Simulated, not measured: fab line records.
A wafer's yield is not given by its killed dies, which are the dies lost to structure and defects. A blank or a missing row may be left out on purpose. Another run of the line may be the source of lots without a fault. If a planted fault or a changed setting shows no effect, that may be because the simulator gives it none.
fab line records + flow n5_finfet
record
- lots=6
- wafers=18
- last_day=15
route steps=1938 shown BEOL_M15@1788
lots untouched by any fault: they come from a run of this same line in which no faults occurred
start_h: the number of hours between the record's first day and the start of the first shown wafer of the lot + wait_h: how many hours have passed since the lot's step before this one + " identical to the entry in the row above + L1.1+2: one row covering several wafers at once + - either no value or no given start + * or withheld: withheld + < > ~ a bound
route shown NAME@n: a module of which the file shows steps, and the number in the route of the first + usual: mean and standard deviation over wafers with no fault + same: alike in all rows + chamber/n: place in a boat + sites: the reading at each site + _std_site: their standard deviation + _edge_site: mean of outer sites minus mean of inner sites + radius_mm: how far each site lies from the wafer's centre + mask NAME#n: copy n + behind: the tool/chamber that last shaped the wafer + hold: cause of the lot's hold/its duration in hours/its outcome + device: whichever transistor did not switch (one of n, p or np) + end of line: the tests these same wafers got at the end of their route + where a step has no rows: the recipe by itself + killed: dies that structure and defects cost at the first sort, which is not the same as the wafer's yield + map: the dies of a wafer, with x for killed, . for not killed, _ for no die there
set.NAME: the setting as run; set.NAME@STEP: as run at that earlier step + model.NAME: the simulator's own value behind a step, which no gauge read
a table for each step, a row for each wafer; lots at some steps of the route
services: from which hour (start_h, from the record's first day; less than 0 if before it) a tool's chamber was out of use, for how many hours, and why
## steps
# step N5_BEOL_M15_VIA_ETCH_16
# recipe
- chemistry=C4F8/O2/Ar
- target=SiO2
- he_inner_torr=15
- he_outer_torr=30
- target_depth_a=17922
- time_s=withheld
- ion_energy_ev=800
- pressure_mtorr=20
- source_w=1905
- bias_w=2040
- Ar_flow_sccm=400
- C4F8_flow_sccm=16
- O2_flow_sccm=12
- ends=cleared
# usual
- drypump_motor_current_A=6.0/0.43
- he_inner_torr=15.00/0.033
- oes_product_au=0.69/0.074
- rf_vpp_V=2208/57
- showerhead_plenum_p_Torr=3.46/0.099
- throttle_valve_pct=30.8/0.32
| lot.wafer | tool        | chamber | start_h | wait_h | drypump_motor_current_A | he_inner_torr | oes_product_au | rf_vpp_V | showerhead_plenum_p_Torr | throttle_valve_pct |
|-----------|-------------|---------|---------|--------|-------------------------|---------------|----------------|----------|--------------------------|--------------------|
| L576.2    | rie_diel-03 | 2       | 260.33  | 0.0    | 6.4                     | 15.02         | 0.65           | 2252     | 3.41                     | 30.8               |
| L576.4    | "           | 3       | "       | "      | 6.6                     | 15.03         | 0.77           | 2239     | 3.63                     | 30.7               |
| L576.6    | "           | 2       | "       | "      | 6.4                     | 14.99         | 0.65           | 2252     | 3.41                     | 30.8               |
| L583.4    | rie_diel-03 | 2       | 304.65  | 0.0    | 6.4                     | 14.96         | 0.64           | 2253     | 3.41                     | 30.8               |
| L583.5    | "           | 0       | "       | "      | 6.1                     | 15.03         | 0.65           | 2164     | 3.53                     | 30.5               |
| L583.6    | "           | 3       | "       | "      | 6.6                     | 15.02         | 0.75           | 2236     | 3.62                     | 30.7               |
| L584.1    | rie_diel-03 | 1       | 314.36  | 0.0    | 5.7                     | 14.98         | 0.62           | 2179     | 3.38                     | 31.1               |
| L584.3    | "           | 2       | "       | "      | 6.4                     | 14.98         | 0.63           | 2252     | 3.40                     | 30.8               |
| L584.6    | "           | 1       | "       | "      | 5.7                     | 14.93         | 0.62           | 2178     | 3.38                     | 31.1               |
| L587.2    | rie_diel-02 | 0       | 323.23  | 0.0    | 6.0                     | 15.02         | 0.81           | 2313     | 3.46                     | 30.4               |
| L587.5    | "           | 2       | "       | "      | 6.0                     | 14.98         | 0.64           | 2210     | 3.54                     | 31.2               |
| L587.6    | "           | 1       | "       | "      | 5.7                     | 14.96         | 0.61           | 2129     | 3.29                     | 31.2               |
| L590.1    | rie_diel-03 | 1       | 334.20  | 0.0    | 5.7                     | 15.08         | 0.63           | 2180     | 3.38                     | 31.2               |
| L590.2    | "           | 3       | "       | "      | 6.6                     | 14.98         | 0.74           | 2236     | 3.62                     | 30.7               |
| L590.3    | "           | 2       | "       | "      | 6.4                     | 15.02         | 0.63           | 2251     | 3.40                     | 30.8               |
| L592.1    | rie_diel-02 | 1       | 344.88  | 0.0    | 5.7                     | 14.98         | 0.61           | 2132     | 3.28                     | 31.2               |
| L592.5    | "           | 1       | "       | "      | 5.7                     | 15.03         | 0.60           | 2130     | 3.28                     | 31.2               |
| L592.6    | "           | 2       | "       | "      | 6.0                     | 15.01         | 0.64           | 2210     | 3.54                     | 31.2               |
# step N5_BEOL_M15_STRIP_63
# recipe
- chemistry=O2
- power_w=600
- temp_c=60
- pressure_mtorr=30
- rf_frequency_hz=6e+07
- bias_power_w=0
- overash_fraction=0.3
- o2_flow_sccm=225
# usual
- drypump_motor_current_A=6.0/0.43
- oes_product_au=0.76/0.079
- rf_vpp_V=3.6/0.69
- showerhead_plenum_p_Torr=2.13/0.062
- throttle_valve_pct=16.77/0.25
| lot.wafer | tool        | chamber | start_h | wait_h | drypump_motor_current_A | oes_product_au | rf_hours_counter_h | rf_vpp_V | showerhead_plenum_p_Torr | throttle_valve_pct |
|-----------|-------------|---------|---------|--------|-------------------------|----------------|--------------------|----------|--------------------------|--------------------|
| L576.2    | rie_diel-03 | 2       | -       | -      | 6.4                     | 0.72           | 188                | 3.2      | 2.09                     | 16.75              |
| L576.4    | "           | 3       | "       | "      | 6.6                     | 0.86           | 56                 | 3.5      | 2.23                     | 16.52              |
| L576.6    | "           | 2       | "       | "      | 6.4                     | 0.70           | -                  | 4.2      | 2.09                     | 16.77              |
| L583.4    | rie_diel-03 | 2       | -       | -      | 6.4                     | 0.71           | 201                | 3.9      | 2.09                     | 16.79              |
| L583.5    | "           | 0       | "       | "      | 6.1                     | 0.72           | -                  | 3.7      | 2.18                     | 16.64              |
| L583.6    | "           | 3       | "       | "      | 6.6                     | 0.84           | -                  | 3.5      | 2.22                     | 16.57              |
| L584.1    | rie_diel-03 | 1       | -       | -      | 5.7                     | 0.71           | 209                | 3.2      | 2.08                     | 17.07              |
| L584.3    | "           | 2       | "       | "      | 6.4                     | 0.70           | 204                | 3.8      | 2.09                     | 16.79              |
| L584.6    | "           | 1       | "       | "      | 5.7                     | 0.70           | -                  | 4.6      | 2.08                     | 17.09              |
| L587.2    | rie_diel-02 | 0       | -       | -      | 5.9                     | 0.89           | 32                 | 3.3      | 2.16                     | 16.58              |
| L587.5    | "           | 2       | "       | "      | 6.0                     | 0.72           | -                  | 3.3      | 2.17                     | 16.89              |
| L587.6    | "           | 1       | "       | "      | 5.7                     | 0.69           | -                  | 3.2      | 2.01                     | 17.17              |
| L590.1    | rie_diel-03 | 1       | -       | -      | 5.7                     | 0.71           | 215                | 3.4      | 2.08                     | 17.09              |
| L590.2    | "           | 3       | "       | "      | 6.5                     | 0.82           | 81                 | 3.4      | 2.22                     | 16.56              |
| L590.3    | "           | 2       | "       | "      | 6.4                     | 0.69           | 210                | 4.2      | 2.08                     | 16.80              |
| L592.1    | rie_diel-02 | 1       | -       | -      | 5.7                     | 0.68           | 242                | 4.2      | 2.01                     | 17.17              |
| L592.5    | "           | 1       | "       | "      | 5.7                     | 0.68           | -                  | 2.6      | 2.01                     | 17.20              |
| L592.6    | "           | 2       | "       | "      | 6.0                     | 0.71           | -                  | 3.0      | 2.16                     | 16.91              |
# step N5_BEOL_M15_STRIP_64
# recipe
- chemistry=O2
- power_w=600
- temp_c=60
- pressure_mtorr=30
- rf_frequency_hz=6e+07
- bias_power_w=0
- overash_fraction=0.3
- o2_flow_sccm=225
# usual
- drypump_motor_current_A=6.0/0.43
- oes_product_au=0.76/0.079
- rf_vpp_V=3.6/0.51
- showerhead_plenum_p_Torr=2.13/0.062
- throttle_valve_pct=16.77/0.25
| lot.wafer | tool        | chamber | start_h | wait_h | drypump_motor_current_A | oes_product_au | rf_hours_counter_h | rf_vpp_V | showerhead_plenum_p_Torr | throttle_valve_pct |
|-----------|-------------|---------|---------|--------|-------------------------|----------------|--------------------|----------|--------------------------|--------------------|
| L576.2    | rie_diel-03 | 2       | -       | -      | 6.4                     | 0.72           | 188                | 3.0      | 2.09                     | 16.75              |
| L576.4    | "           | 3       | "       | "      | 6.6                     | 0.87           | 56                 | 3.8      | 2.23                     | 16.53              |
| L576.6    | "           | 2       | "       | "      | 6.4                     | 0.72           | -                  | 2.6      | 2.09                     | 16.76              |
| L583.4    | rie_diel-03 | 2       | -       | -      | 6.4                     | 0.70           | 201                | 4.1      | 2.09                     | 16.77              |
| L583.5    | "           | 0       | "       | "      | 6.1                     | 0.73           | -                  | 3.7      | 2.18                     | 16.67              |
| L583.6    | "           | 3       | "       | "      | 6.6                     | 0.84           | -                  | 3.2      | 2.22                     | 16.57              |
| L584.1    | rie_diel-03 | 1       | -       | -      | 5.7                     | 0.71           | 209                | 3.0      | 2.08                     | 17.09              |
| L584.3    | "           | 2       | "       | "      | 6.4                     | 0.70           | 204                | 3.8      | 2.09                     | 16.79              |
| L584.6    | "           | 1       | "       | "      | 5.7                     | 0.70           | -                  | 4.0      | 2.08                     | 17.09              |
| L587.2    | rie_diel-02 | 0       | -       | -      | 6.0                     | 0.88           | 32                 | 3.5      | 2.16                     | 16.56              |
| L587.5    | "           | 2       | "       | "      | 6.0                     | 0.71           | -                  | 3.3      | 2.16                     | 16.89              |
| L587.6    | "           | 1       | "       | "      | 5.7                     | 0.68           | -                  | 4.7      | 2.01                     | 17.18              |
| L590.1    | rie_diel-03 | 1       | -       | -      | 5.7                     | 0.70           | 215                | 3.7      | 2.08                     | 17.11              |
| L590.2    | "           | 3       | "       | "      | 6.6                     | 0.82           | 81                 | 3.6      | 2.22                     | 16.56              |
| L590.3    | "           | 2       | "       | "      | 6.4                     | 0.70           | 210                | 4.2      | 2.08                     | 16.81              |
| L592.1    | rie_diel-02 | 1       | -       | -      | 5.7                     | 0.68           | 242                | 3.2      | 2.01                     | 17.17              |
| L592.5    | "           | 1       | "       | "      | 5.7                     | 0.69           | -                  | 4.7      | 2.01                     | 17.18              |
| L592.6    | "           | 2       | "       | "      | 6.0                     | 0.71           | -                  | 3.1      | 2.16                     | 16.92              |
# step N5_BEOL_M15_STRIP_65
# recipe
- chemistry=post_etch_residue_remover
- time_s=60
- temp_c=25
- remover_ph=withheld
- remover_water_wt_pct=withheld
- remover_fluoride_wt_pct=withheld
# step N5_BEOL_M15_SRD_66
# recipe
- time_s=30
- temp_c=23
- rinse_liquid=diw
- dry=n2_spin
- spin_rpm=1500
- dry_time_s=30
# step N5_BEOL_M15_CD_MEAS_17
# recipe
- target_cd_nm=360
- polarity=opening
# usual
- cd_nm=360/3.1
| lot.wafer | tool      | chamber | start_h | wait_h | cd_nm |
|-----------|-----------|---------|---------|--------|-------|
| L576.2    | cd_sem-03 | -       | 260.75  | 0.0    | 357   |
| L576.4    | "         | -       | "       | "      | 359   |
| L576.6    | "         | -       | "       | "      | 360   |
| L583.4    | cd_sem-03 | -       | 305.06  | 0.0    | 358   |
| L583.5    | "         | -       | "       | "      | 360   |
| L583.6    | "         | -       | "       | "      | 358   |
| L584.1    | cd_sem-01 | -       | 314.77  | 0.0    | 362   |
| L584.3    | "         | -       | "       | "      | 360   |
| L584.6    | "         | -       | "       | "      | 360   |
| L587.2    | cd_sem-01 | -       | 323.64  | 0.0    | 364   |
| L587.5    | "         | -       | "       | "      | 363   |
| L587.6    | "         | -       | "       | "      | 363   |
| L590.1    | cd_sem-03 | -       | 334.61  | 0.0    | 356   |
| L590.2    | "         | -       | "       | "      | 358   |
| L590.3    | "         | -       | "       | "      | 353   |
| L592.1    | cd_sem-01 | -       | 345.29  | 0.0    | 360   |
| L592.5    | "         | -       | "       | "      | 357   |
| L592.6    | "         | -       | "       | "      | 365   |
# step N5_BEOL_M15_COAT_56
# recipe
- resist=SOC
- temp_c=250
- time_s=60
- spin_rpm=1500
- resist_thk_nm=550
# step N5_BEOL_M15_ETCH_57
# recipe
- chemistry=N2/H2
- target=SOC
- source_w=3000
- bias_w=350
- time_s=750
- ion_energy_ev=200
- pressure_mtorr=30
- n2_flow_sccm=200
- h2_flow_sccm=200
# usual
- drypump_motor_current_A=5.9/0.41
- oes_product_au=0.80/0.1
- rf_vpp_V=524.1/2.2
- showerhead_plenum_p_Torr=2.55/0.076
- throttle_valve_pct=17.8/0.34
| lot.wafer | tool        | chamber | start_h | wait_h | drypump_motor_current_A | oes_product_au | rf_hours_counter_h | rf_vpp_V | showerhead_plenum_p_Torr | throttle_valve_pct |
|-----------|-------------|---------|---------|--------|-------------------------|----------------|--------------------|----------|--------------------------|--------------------|
| L576.2    | rie_diel-02 | 2       | 260.85  | -      | 6.0                     | 0.72           | 203                | 525.4    | 2.64                     | 18.1               |
| L576.4    | "           | 3       | "       | "      | 5.7                     | 0.68           | 235                | 524.3    | 2.50                     | 18.4               |
| L576.6    | "           | 0       | "       | "      | 6.0                     | 0.94           | -                  | 526.3    | 2.62                     | 17.6               |
| L583.4    | rie_diel-01 | 2       | 305.16  | -      | 5.4                     | 0.82           | 111                | 522.3    | 2.57                     | 18.3               |
| L583.5    | "           | 0       | "       | "      | 5.1                     | 0.71           | -                  | 525.9    | 2.62                     | 17.8               |
| L583.6    | "           | 3       | "       | "      | 6.3                     | 0.96           | -                  | 521.3    | 2.49                     | 17.3               |
| L584.1    | rie_diel-01 | 0       | 314.87  | -      | 5.1                     | 0.71           | 224                | 524.6    | 2.62                     | 17.8               |
| L584.3    | "           | 1       | "       | "      | 5.7                     | 0.87           | 37                 | 523.3    | 2.49                     | 17.5               |
| L584.6    | "           | 3       | "       | "      | 6.4                     | 0.96           | -                  | 522.3    | 2.49                     | 17.3               |
| L587.2    | rie_diel-02 | 1       | 323.76  | -      | 5.7                     | 0.67           | 234                | 519.6    | 2.40                     | 18.1               |
| L587.5    | "           | 2       | "       | "      | 6.0                     | 0.71           | -                  | 525.8    | 2.63                     | 18.1               |
| L587.6    | "           | 0       | "       | "      | 6.0                     | 0.88           | -                  | 524.9    | 2.61                     | 17.6               |
| L590.1    | rie_diel-01 | 3       | 334.71  | -      | 6.3                     | 0.95           | 19                 | 521.8    | 2.49                     | 17.3               |
| L590.2    | "           | 1       | "       | "      | 5.7                     | 0.88           | 44                 | 521.9    | 2.48                     | 17.5               |
| L590.3    | "           | 2       | "       | "      | 5.5                     | 0.80           | 118                | 525.1    | 2.57                     | 18.3               |
| L592.1    | rie_diel-02 | 2       | 345.40  | -      | 6.0                     | 0.72           | 233                | 527.3    | 2.62                     | 18.2               |
| L592.5    | "           | 1       | "       | "      | 5.7                     | 0.68           | -                  | 520.4    | 2.39                     | 18.2               |
| L592.6    | "           | 0       | "       | "      | 6.0                     | 0.87           | -                  | 524.5    | 2.61                     | 17.6               |
# step N5_BEOL_M15_COAT_60
# recipe
- resist=BARC
- temp_c=205
- time_s=60
- spin_rpm=1500
- resist_thk_nm=89
# step N5_BEOL_M15_COAT_22
# recipe
- spin_rpm=1704
- resist_thk_nm=800
# step N5_BEOL_M15_EBR_24
# recipe
- solvent=PGMEA
- ebr_width_mm=1.5
# step N5_BEOL_M15_SOFTBAKE_23
# recipe
- temp_c=130
- time_s=60
# step N5_BEOL_M15_EXPOSE_25
# recipe
- mask_id=M15
- na=0.8
- source_shape=annular
- sigma_inner=0.5
- sigma_outer=0.8
- polarization=unpolarized
- target_cd_nm=400
- dose_mj=35.5
# usual
- exposure_dose_mJ_cm2=35.47/0.042
| lot.wafer | tool           | chamber | start_h | wait_h | mask  | exposure_dose_mJ_cm2 |
|-----------|----------------|---------|---------|--------|-------|----------------------|
| L576.2    | krf_scanner-01 | 0       | 261.58  | -      | M15#0 | 35.42                |
| L576.4    | "              | 0       | "       | "      | M15#0 | 35.39                |
| L576.6    | "              | 0       | "       | "      | M15#0 | 35.46                |
| L583.4    | krf_scanner-01 | 0       | 305.90  | -      | M15#0 | 35.45                |
| L583.5    | "              | 0       | "       | "      | M15#0 | 35.46                |
| L583.6    | "              | 0       | "       | "      | M15#0 | 35.43                |
| L584.1    | krf_scanner-01 | 0       | 315.48  | -      | M15#0 | 34.81                |
| L584.3    | "              | 0       | "       | "      | M15#0 | 34.79                |
| L584.6    | "              | 0       | "       | "      | M15#0 | 34.80                |
| L587.2    | krf_scanner-01 | 0       | 324.49  | -      | M15#0 | 34.87                |
| L587.5    | "              | 0       | "       | "      | M15#0 | 34.88                |
| L587.6    | "              | 0       | "       | "      | M15#0 | 34.84                |
| L590.1    | krf_scanner-02 | 0       | 335.31  | -      | M15#0 | 35.50                |
| L590.2    | "              | 0       | "       | "      | M15#0 | 35.50                |
| L590.3    | "              | 0       | "       | "      | M15#0 | 35.56                |
| L592.1    | krf_scanner-02 | 0       | 346.13  | -      | M15#0 | 35.47                |
| L592.5    | "              | 0       | "       | "      | M15#0 | 35.48                |
| L592.6    | "              | 0       | "       | "      | M15#0 | 35.50                |
# step N5_BEOL_M15_PEB_26
# recipe
- peb_temp_c=130
- peb_time_s=90
## services
| tool           | chamber | start_h | hours | kind                          |
|----------------|---------|---------|-------|-------------------------------|
| krf_scanner-02 | -       | 240.40  | 1.3   | pm                            |
| krf_scanner-02 | 0       | 253.81  | -     | calibration                   |
| krf_scanner-01 | -       | 254.23  | 4.4   | pm                            |
| krf_scanner-02 | -       | 258.64  | 1.0   | pm                            |
| rie_diel-01    | 3       | 261.78  | -     | clean                         |
| rie_diel-01    | 3       | 261.78  | -     | consumable_replace:focus_ring |
| rie_diel-01    | 3       | 261.78  | 18.0  | scheduled_down                |
| rie_diel-01    | 3       | 261.78  | 18.0  | vent_cycle                    |
| krf_scanner-01 | -       | 271.98  | 1.0   | repair                        |
| rie_diel-03    | -       | 283.25  | 0.1   | repair                        |
| krf_scanner-02 | -       | 283.70  | 0.3   | repair                        |
| rie_diel-03    | 1       | 299.40  | 1.6   | repair                        |
| rie_diel-02    | 1       | 311.81  | 7.9   | repair                        |
| rie_diel-02    | 3       | 314.33  | 6.4   | repair                        |
| krf_scanner-02 | -       | 316.64  | 0.8   | pm                            |
| rie_diel-02    | 3       | 320.94  | -     | clean                         |
| rie_diel-02    | 3       | 320.94  | -     | consumable_replace:focus_ring |
| rie_diel-02    | 3       | 320.94  | 25.9  | scheduled_down                |
| rie_diel-02    | 3       | 320.94  | 25.9  | vent_cycle                    |
| krf_scanner-01 | -       | 328.39  | 3.6   | pm                            |
| krf_scanner-01 | -       | 335.63  | 1.0   | pm                            |
| rie_diel-01    | 2       | 344.05  | 3.6   | repair                        |
## key
first_sign
- step=N5_BEOL_M15_EXPOSE_25
- reading=exposure_dose_mJ_cm2
- direction=down
- sigmas=15
- usual=35.47
- struck=34.83
effect none on later readings
met_at N5_BEOL_M15_EXPOSE_25
struck_wafers L584.1,L584.3,L584.6,L587.2,L587.5,L587.6
loop_trim
- step=N5_BEOL_M15_EXPOSE_25
- setting=dose
- lots=L587
onset_between 305.90 315.48
fault
- kind=process_parameter_drift
- tool=krf_scanner-01
- chamber=-
- onset_h=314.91
- steps=N5_BEOL_M15_EXPOSE_25
- channel=dose_mj
- offset=-0.66893
- shape=step
- acts_in=these_recipes_only
- stated=35.5
# loop_trim: a control loop set the setting to another value than it would have without faults
